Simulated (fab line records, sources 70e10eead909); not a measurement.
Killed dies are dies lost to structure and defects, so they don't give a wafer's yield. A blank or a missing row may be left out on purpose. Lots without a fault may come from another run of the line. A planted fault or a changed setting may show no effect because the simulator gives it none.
A struck lot beside a sound one | flow nand_harc | 18 steps out of a route of 1302
Sound: wafers L676.2, L676.3, L676.4. Struck: wafers L681.1, L681.5, L681.6. The cause comes at the end.
At each step with rows: each side's tool, then ch and its chambers, then its first start. Under that, the readings that differ: sound wafers | struck wafers | difference of the means | sigmas: that difference in standard deviations of wafers without a fault.
alike: readings whose means differ by less than 2 such deviations, and words and numbers that are the same on both sides. not compared: withheld readings, readings that some wafer has no value for, bounds like >300 that may hide the same value, and numbers for which the record gives no deviation and whose values overlap.
The two part at a step that has a row with sigmas, a row that says differs or no value, or rows on one side only. Numbers that don't overlap but have no deviation are shown without sigmas and don't part them. A reading that every wafer of one side lacks parts them only if that side has two wafers or more.

NHARC_P_M1_INSPECT_11:
  sound on defect_inspect-01, day 6 10:29; struck on defect_inspect-02, day 8 12:01
  alike: raw_defect_count
NHARC_P_M1_DESCUM_14: chemistry O2, time 3 s.
  sound on rie_diel-11 ch 0,2,3, day 6 10:34; struck on rie_diel-11 ch 0,1,2, day 8 12:07
  alike: drypump_motor_current_A, oes_product_au, rf_vpp_V, showerhead_plenum_p_Torr, throttle_valve_pct
  not compared: rf_hours_counter_h
then, 1 step without rows for these wafers: NHARC_P_M1_ETCH_35 (etches the open film in N2/H2, target depth 40 nm, overetch 12 nm, time 43.94 s).
NHARC_P_M1_ETCH_15: etches the open film in C4F8/Ar, target depth 182.5 nm, time 91.2 s.
  sound on rie_diel-11 ch 0,1,2; struck on rie_diel-11 ch 0,1,2
  alike: oes_product_au, rf_vpp_V
  not compared: rf_hours_counter_h
NHARC_P_M1_CD_MEAS_16:
  sound on cd_sem-03, day 6 10:52; struck on cd_sem-01, day 8 12:23
  alike: cd_nm
then, 1 step without rows for these wafers: NHARC_P_M1_STRIP_18 (strips in N2/H2).
NHARC_P_M1_ETCH_28: etches the open film in CF4/N2, target depth 30 nm, time 72.99 s.
  sound on rie_diel-03 ch 0,1,2; struck on rie_diel-03 ch 0,3
  alike: drypump_motor_current_A, oes_product_au, rf_vpp_V, showerhead_plenum_p_Torr, throttle_valve_pct
  not compared: rf_hours_counter_h
then, 1 step without rows for these wafers: NHARC_P_M1_STRIP_19 (strips in post etch residue remover, time 600 s).
NHARC_P_M1_DEGAS_29: time 60 s.
  sound on pvd_sputter-01, day 6 11:34; struck on pvd_sputter-01, day 8 13:06
  alike: heater_power_w
NHARC_P_M1_PRE_CLEAN_30: time 30 s.
  sound on pvd_sputter-01; struck on pvd_sputter-01
  alike: heater_power_w
then, 2 steps without rows for these wafers: NHARC_P_M1_PVD_20 (deposits TaN, target thk 5 nm, time 8.06 s); NHARC_P_M1_PVD_21 (deposits Cu, target thk 30 nm, time 20.49 s).
NHARC_P_M1_ECD_22: material Cu, target thk 400 nm.
  sound on ecd_cu-01 ch 0,1, day 6 11:56; struck on ecd_cu-02 ch 0,1, day 8 13:31
  no value came back on the struck wafers for bath_heat_duty_pct (%), bath_temp_c (C); on the sound wafers bath_heat_duty_pct (%) reads 7.4 8.5 6.6
then, 1 step without rows for these wafers: NHARC_P_M1_ANNEAL_31 (time 90 s).
NHARC_P_M1_CMP_23: polishes, t overpolish 20 s, target thk 157.82 nm.
  sound on cmp-01 ch 0,1,2, day 6 12:41; struck on cmp-02 ch 0,3, day 8 14:13
  reading                | sound    | struck | difference | sigmas
  time_to_endpoint_s (s) | 33 27 31 | 0 0 5  | -29        | -7
  alike: motor_current_A, slurry_flow_ml_min
NHARC_P_M1_THK_MEAS_24: measures by xrf.
  sound on film_metro-02, day 6 12:59; struck on film_metro-01, day 8 14:30
  reading     | sound             | struck         | difference | sigmas
  thk_nm (nm) | 157.7 155.6 158.5 | 31.3 28.7 29.6 | -127.4     | -75
then, 1 step without rows for these wafers: NHARC_P_M1_SRD_25.
-- the record jumps here: 18 days lie between the struck wafers' starts before and after (it left off in module P_M1 and takes up again in module END, whose first step shown is number 1302 of the route) --
NHARC_END_SORT_01:
  the record has rows for the struck wafers here (prober-02 ch 0, day 27 00:52) and none for the sound ones

WHERE THEY PART
First at NHARC_P_M1_ECD_22; last, within this record, at NHARC_END_SORT_01.

WHY: what the simulator had put in
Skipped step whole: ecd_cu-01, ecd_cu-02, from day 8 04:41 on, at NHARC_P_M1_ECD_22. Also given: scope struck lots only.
